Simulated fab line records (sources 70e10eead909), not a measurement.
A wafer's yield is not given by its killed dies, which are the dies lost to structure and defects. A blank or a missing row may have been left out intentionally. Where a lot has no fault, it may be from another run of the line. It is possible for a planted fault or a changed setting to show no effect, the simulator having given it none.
Comparing a struck lot with a sound one + flow nand-harc + 38 out of 1302 route steps
Sound: the wafers L533.1, L533.4, L533.5. Wafers L550.1, L550.2, L550.3 were the ones struck. Last of all comes the cause.
Each step with rows lists, per side, the tool, then ch with its chambers, then its first start. Under that, the readings that differ: sound wafers + struck wafers + difference of the means + sigmas: that difference in standard deviations of wafers without a fault.
alike: same words and numbers on both sides, and readings whose means sit less than 2 such deviations apart. not compared: any withheld reading, any reading some wafer has no value for, any bound like >300 that may hide the same value, and any number with overlapping values for which the record gives no deviation.
A row with sigmas, a row that says differs or no value, or rows on one side alone: a step with any of these is where the two part. Non-overlapping numbers with no deviation appear without sigmas and do not part them. Lack of a reading on every wafer of one side parts them only where that side has two or more wafers.

first, 3 steps without rows for these wafers: NHARC_A_CHANNEL_FILL_D2_ALD_16 (deposits SiO2, target thk 1.5 nm, pulse time 10 s, ald cycles 15); NHARC_A_CHANNEL_FILL_D2_ANNEAL_17 (time 1800 s); NHARC_A_CHANNEL_FILL_D2_CVD_18 (deposits poly-Si, target thk 3 nm).
NHARC_A_CHANNEL_FILL_D2_ETCHBACK_19: etches the open film in HBr/Cl2, target depth 5 nm, time 1.7 s.
  sound on rie-si-05 ch 0,2, day 16 04:44; struck on rie-si-05 ch 0,1,2, day 23 17:26
  alike: drypump-motor-current-A, oes-product-au, throttle-valve-pct
  not compared: rf-hours-counter-h
NHARC_A_CHANNEL_FILL_D2_ETCHBACK_20: etches the open film in C4F8/O2/Ar, target depth 27 nm, time 13.5 s.
  sound on rie-diel-07 ch 0,3, day 16 04:52; struck on rie-diel-13 ch 0,1,3, day 23 17:34
  alike: oes-product-au, rf-vpp-V
  not compared: rf-hours-counter-h
then, 6 steps without rows for these wafers: NHARC_A_CHANNEL_FILL_D2_STRIP_28 (strips in O2, time 20 s); NHARC_A_CHANNEL_FILL_D2_PRECLEAN_21 (cleans in dHF, time 30 s); NHARC_A_CHANNEL_FILL_D2_SRD_23; NHARC_A_CHANNEL_FILL_D2_CVD_05 (deposits poly-Si, target thk 5 nm); NHARC_A_CHANNEL_FILL_D2_ANNEAL_22 (time 7200 s); NHARC_A_CHANNEL_FILL_D2_ALD_25 (deposits SiOx, target thk 60 nm, pulse time 10 s, ald cycles 600).
NHARC_A_CHANNEL_FILL_D2_ETCHBACK_08: etches the open film in C4F8, target depth 220 nm, time 110 s.
  sound on rie-diel-09 ch 2,3, day 16 21:52; struck on rie-diel-07 ch 0,1,3, day 24 11:18
  alike: oes-product-au, rf-vpp-V
  not compared: rf-hours-counter-h
then, 6 steps without rows for these wafers: NHARC_A_CHANNEL_FILL_D2_STRIP_29 (strips in O2, time 20 s); NHARC_A_CHANNEL_FILL_D2_PRECLEAN_30 (cleans in dHF, time 30 s); NHARC_A_CHANNEL_FILL_D2_SRD_31; NHARC_A_CHANNEL_FILL_D2_CVD_09 (deposits poly-Si, target thk 150 nm, time 3000 s); NHARC_A_CHANNEL_FILL_D2_CMP_10 (polishes, target thk 150 nm); NHARC_A_CHANNEL_FILL_D2_SRD_12.
NHARC_A_CHANNEL_FILL_D2_RTA_24: time 5 s.
  sound on rtp-anneal-01 ch 0, day 17 04:06; struck on rtp-anneal-02 ch 0, day 24 17:36
| reading            | sound          | struck         | difference | sigmas |
|--------------------|----------------|----------------|------------|--------|
| lamp-power-pct (%) | 31.1 31.1 31.1 | 26.7 26.7 26.7 | -4.4       | -2     |
  alike: wafer_temp_C_max
then, 10 steps without rows for these wafers: NHARC_A_STAIRCASE_DEP_156 (deposits SiNx, target thk 50 nm); NHARC_A_STAIRCASE_DEHYDRATE_158 (time 120 s); NHARC_A_STAIRCASE_HMDS_159 (time 30 s); NHARC_A_STAIRCASE_COAT_160; NHARC_A_STAIRCASE_SOFTBAKE_161 (time 170 s); NHARC_A_STAIRCASE_EBR_162; NHARC_A_STAIRCASE_EXPOSE_163 (exposes mask STAIR OPEN); NHARC_A_STAIRCASE_PEB_164 (peb time 130 s); NHARC_A_STAIRCASE_DEVELOP_165 (time 140 s); NHARC_A_STAIRCASE_HARDBAKE_167 (time 140 s).
NHARC_A_STAIRCASE_DESCUM_168: chemistry O2, time 3 s.
  sound on rie-diel-04 ch 0,3, day 17 05:23; struck on rie-diel-05 ch 0,2,3, day 24 18:50
  alike: drypump-motor-current-A, oes-product-au, rf-vpp-V, showerhead-plenum-p-Torr, throttle-valve-pct
  not compared: rf-hours-counter-h
NHARC_A_STAIRCASE_ETCH_169: etches the open film in CH3F/O2, target depth 50 nm, time 107.1 s.
  sound on rie-diel-04 ch 1,3, day 17 05:28; struck on rie-diel-05 ch 0,1,2, day 24 18:55
  alike: drypump-motor-current-A, oes-product-au, rf-vpp-V, showerhead-plenum-p-Torr, throttle-valve-pct
  not compared: rf-hours-counter-h
then, 6 steps without rows for these wafers: NHARC_A_STAIRCASE_ETCH_170 (etches the open film in C4F6/O2, target depth 200 nm, time 66.667 s); NHARC_A_STAIRCASE_STRIP_171 (strips in O2); NHARC_A_STAIRCASE_STRIP_172 (strips in SPM, time 900 s); NHARC_A_STAIRCASE_PRECLEAN_173 (cleans in SC1); NHARC_A_STAIRCASE_SRD_174; NHARC_A_STAIRCASE_DEHYDRATE_01 (time 120 s).
-- record jumps: 8 days between struck wafers' starts before vs after; left off in module A_STAIRCASE, resumes in module END, first step shown is number 1302 of the route --
NHARC_END_SORT_01:
  at this point the record logs the struck wafers (prober-01 ch 0, day 33 04:17) and has no rows for the sound ones

## WHERE THEY PART
First at NHARC_A_CHANNEL_FILL_D2_RTA_24; last, within this record, at NHARC_END_SORT_01.

WHY: what had been put in by the simulator
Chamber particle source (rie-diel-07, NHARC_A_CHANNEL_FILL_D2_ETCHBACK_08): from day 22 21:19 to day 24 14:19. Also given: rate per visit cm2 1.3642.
